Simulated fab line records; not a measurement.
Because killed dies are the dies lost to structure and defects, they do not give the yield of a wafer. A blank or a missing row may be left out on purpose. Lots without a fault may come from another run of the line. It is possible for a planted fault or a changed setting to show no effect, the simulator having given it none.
Matching of chambers :: flow n5 finfet :: 3 sister chambers for N5_BEOL_M8_ILD_DEP_00 on pecvd-03
The step deposits SiCOH lowk from DEMS/porogen, target thk 179.75 nm, time 33.4 s. 6 wafers are shown with their chamber, then 9 later ones without.

## WAFERS PAIRED WITH THEIR CHAMBERS
wafer: L082.4
chamber: 1
throttle valve pct (%): 14.5
showerhead plenum p Torr (Torr): 5.716

wafer: L080.3
chamber: 2
throttle valve pct (%): 12.6
showerhead plenum p Torr (Torr): 5.756

wafer: L080.6
chamber: 0
throttle valve pct (%): 14.9
showerhead plenum p Torr (Torr): 5.761

wafer: L085.2
chamber: 1
throttle valve pct (%): 14.6
showerhead plenum p Torr (Torr): 5.722

wafer: L085.5
chamber: 0
throttle valve pct (%): 14.9
showerhead plenum p Torr (Torr): 5.763

wafer: L085.6
chamber: 2
throttle valve pct (%): 12.6
showerhead plenum p Torr (Torr): 5.760

## WAFERS MISSING THEIR CHAMBER
wafer: L093.2
throttle valve pct (%): 14.9
showerhead plenum p Torr (Torr): 5.727

wafer: L093.3
throttle valve pct (%): 12.5
showerhead plenum p Torr (Torr): 5.741

wafer: L093.4
throttle valve pct (%): 12.5
showerhead plenum p Torr (Torr): 5.766

wafer: L095.1
throttle valve pct (%): 14.6
showerhead plenum p Torr (Torr): 5.713

wafer: L095.4
throttle valve pct (%): 14.9
showerhead plenum p Torr (Torr): 5.760

wafer: L095.5
throttle valve pct (%): 14.5
showerhead plenum p Torr (Torr): 5.713

wafer: L096.1
throttle valve pct (%): 14.7
showerhead plenum p Torr (Torr): 5.754

wafer: L096.2
throttle valve pct (%): 14.8
showerhead plenum p Torr (Torr): 5.719

wafer: L096.4
throttle valve pct (%): 15.0
showerhead plenum p Torr (Torr): 5.773

## EACH ONE'S CHAMBER
wafer: L093.2
from the rows above: 1
in truth: 1

wafer: L093.3
from the rows above: 2
in truth: 2

wafer: L093.4
from the rows above: 2
in truth: 2

wafer: L095.1
from the rows above: 1
in truth: 1

wafer: L095.4
from the rows above: 0
in truth: 0

wafer: L095.5
from the rows above: 1
in truth: 1

wafer: L096.1
from the rows above: 0
in truth: 0

wafer: L096.2
from the rows above: 1
in truth: 1

wafer: L096.4
from the rows above: 0
in truth: 0
9 of 9 placed correctly. From these rows, 0 cannot be placed. Wrongly placed: 0.
How it was worked out, from the rows above alone: a wafer's distance from a chamber is the root of the sum, over the readings, of the square of ((its reading less the chamber's mean) divided by the reading's scatter). If the next closest chamber is less than 2 further off than the closest, the wafer can't be placed; otherwise it belongs to the closest. A chamber's mean is the mean of its shown wafers. The scatter: take each reading less its chamber's mean, square it, sum over the shown wafers, divide by the number of wafers less the number of chambers, and take the root.
